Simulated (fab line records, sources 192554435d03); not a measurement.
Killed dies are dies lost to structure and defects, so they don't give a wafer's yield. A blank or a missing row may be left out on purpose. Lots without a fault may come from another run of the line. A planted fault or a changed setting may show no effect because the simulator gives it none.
Chamber matching | flow n5_finfet | N5_HKMG_FIN_ALD_75 on ald_hk-01: 4 sister chambers
The step deposits Al2O3, target thk 1 nm, co reactant pulse time 1 s. 14 wafers are shown with their chamber, then 7 later ones without.

WAFERS WITH THEIR CHAMBER
wafer  | chamber | heater_power_w (W) | precursor_pulse_height_rel
L074.4 | 2       | 151                | 0.975
L074.5 | 3       | 144                | 1.012
L074.6 | 2       | 154                | 0.999
L080.1 | 0       | 155                | 1.048
L080.4 | 1       | 151                | 1.027
L080.6 | 3       | 142                | 1.008
L081.3 | 1       | 153                | 1.040
L081.4 | 3       | 144                | 0.972
L081.5 | 0       | 158                | 0.995
L082.2 | 0       | 156                | 1.031
L082.3 | 3       | 145                | 0.985
L082.6 | 1       | 155                | 1.026
L084.4 | 1       | 152                | 0.961
L084.5 | 3       | 143                | 1.000

SIGNATURES (means of the wafers above)
reading                    | chamber 0 | chamber 1 | chamber 2 | chamber 3 | scatter within a chamber
heater_power_w             | 156.33    | 152.75    | 152.50    | 143.60    | 1.52
precursor_pulse_height_rel | 1.02467   | 1.01350   | 0.98700   | 0.99540   | 0.0258
Rule: a wafer's distance from a chamber is the root of the sum, over the readings, of the square of ((its reading less the chamber's mean) divided by the reading's scatter). The wafer belongs to the nearest chamber; if the next one is less than 2 further off, it can't be placed. The scatter: the root of (the sum of the squares of (reading less its chamber's mean) over the shown wafers, divided by (wafers less chambers)).

WAFERS WITHOUT THEIR CHAMBER
wafer  | heater_power_w (W) | precursor_pulse_height_rel
L084.6 | 152                | 0.972
L086.1 | 155                | 0.993
L086.2 | 153                | 0.983
L086.6 | 155                | 1.002
L091.1 | 159                | 1.000
L091.2 | 157                | 1.027
L091.6 | 155                | 0.992

WHICH CHAMBER EACH WENT THROUGH
wafer  | from the rows above          | in truth
L084.6 | can't be placed: 2 or 1      | 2
L086.1 | can't be placed: 0 or 2 or 1 | 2
L086.2 | can't be placed: 2 or 1      | 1
L086.6 | can't be placed: 0 or 1 or 2 | 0
L091.1 | 0                            | 0
L091.2 | 0                            | 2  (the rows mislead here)
L091.6 | can't be placed: 0 or 2 or 1 | 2
Placed correctly: 1 of 7. Can't be placed from these rows: 5 (the true chamber is among the candidates in 5). Placed wrongly: 1.
